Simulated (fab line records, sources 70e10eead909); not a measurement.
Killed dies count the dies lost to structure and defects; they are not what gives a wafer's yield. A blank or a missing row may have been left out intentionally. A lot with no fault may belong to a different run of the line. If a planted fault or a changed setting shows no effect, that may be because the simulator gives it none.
A struck lot beside a sound one || flow nand-harc || 15 steps out of a route of 1302
Sound: these wafers, L546.2, L546.3, L546.6. Struck: wafer L559.5 (L559.2, L559.4, from the same lot, were not struck and are left out); the cause is given at the end.
Per side, at each step with rows, come the tool, then ch with its chambers, and then its first start. Under that, the readings that differ: sound wafers || struck wafers || difference of the means || sigmas: that difference in standard deviations of wafers without a fault.
alike: readings whose means differ by less than 2 such deviations, and words and numbers that are the same on both sides. not compared: withheld readings, readings that some wafer has no value for, bounds like >300 that may hide the same value, and numbers for which the record gives no deviation and whose values overlap.
Wherever a step has rows on one side only, a row that says differs or no value, or a row with sigmas, the two part there. Numbers that don't overlap but have no deviation are shown without sigmas and don't part them. A reading missing from all wafers of one side parts the sides only when that side holds two or more wafers.

first, 1 step without rows for these wafers: NHARC_A_ONON_D1_DEP_06 (target thk 1000 nm).
NHARC_A_ONON_D1_THK_MEAS_08: measures by ellipsometry.
  sound on film-metro-01 at day 10 01:07; struck on film-metro-02 at day 15 09:46
{"reading": "thk-nm (nm)", "sound": "965 967 966", "struck": 995, "difference": "+29", "sigmas": "+3"}
then, 1 step without rows for these wafers: NHARC_A_ONON_D1_DEP_09 (target thk 1000 nm).
NHARC_A_ONON_D1_THK_MEAS_11: measures by ellipsometry.
  sound on film-metro-02 at day 10 01:41; struck on film-metro-02 at day 15 10:20
  alike: thk-nm
then, 1 step without rows for these wafers: NHARC_A_ONON_D1_DEP_12 (target thk 1000 nm).
NHARC_A_ONON_D1_THK_MEAS_14: measures by ellipsometry.
  sound on film-metro-02 at day 10 02:16; struck on film-metro-01 at day 15 10:55
  alike: thk-nm
then, 2 steps without rows for these wafers: NHARC_A_ONON_D1_ANNEAL_15 (time 3600 s); NHARC_A_ONON_D1_DEP_16 (target thk 1000 nm).
NHARC_A_ONON_D1_THK_MEAS_18: measures by ellipsometry.
  sound on film-metro-02 at day 10 10:10; struck on film-metro-02 at day 15 22:43
  alike: thk-nm
then, 1 step without rows for these wafers: NHARC_A_ONON_D1_DEP_19 (target thk 1000 nm).
NHARC_A_ONON_D1_THK_MEAS_21: measures by ellipsometry.
  sound on film-metro-01 at day 10 10:44; struck on film-metro-02 at day 15 23:17
  alike: thk-nm
NHARC_A_ONON_D1_DEP_22: target thk 1000 nm.
  sound on pecvd-onon-02 ch 0, day 10 10:51; struck on pecvd-onon-02 ch 0, day 15 23:24
NHARC_A_ONON_D1_THK_MEAS_24: measures by ellipsometry.
  sound on film-metro-01 at day 10 11:18; struck on film-metro-02 at day 15 23:51
{"reading": "thk-nm (nm)", "sound": "996 996 997", "struck": 692, "difference": -304, "sigmas": -30}
then, 1 step without rows for these wafers: NHARC_A_ONON_D1_DEP_25 (target thk 1000 nm).
-- jump in the record: it breaks off in module A_ONON_D1 and resumes in module END (first step shown: number 1302 of the route), and 16 days separate the struck wafers' starts before and after --
NHARC_END_SORT_01:
  only the struck wafers appear in the record here, on prober-01 ch 0 at day 32 10:37; the sound ones have no rows

== WHERE THEY PART ==
Earliest at NHARC_A_ONON_D1_THK_MEAS_08; latest, in this record, at NHARC_END_SORT_01.

WHY: what the simulator had put in
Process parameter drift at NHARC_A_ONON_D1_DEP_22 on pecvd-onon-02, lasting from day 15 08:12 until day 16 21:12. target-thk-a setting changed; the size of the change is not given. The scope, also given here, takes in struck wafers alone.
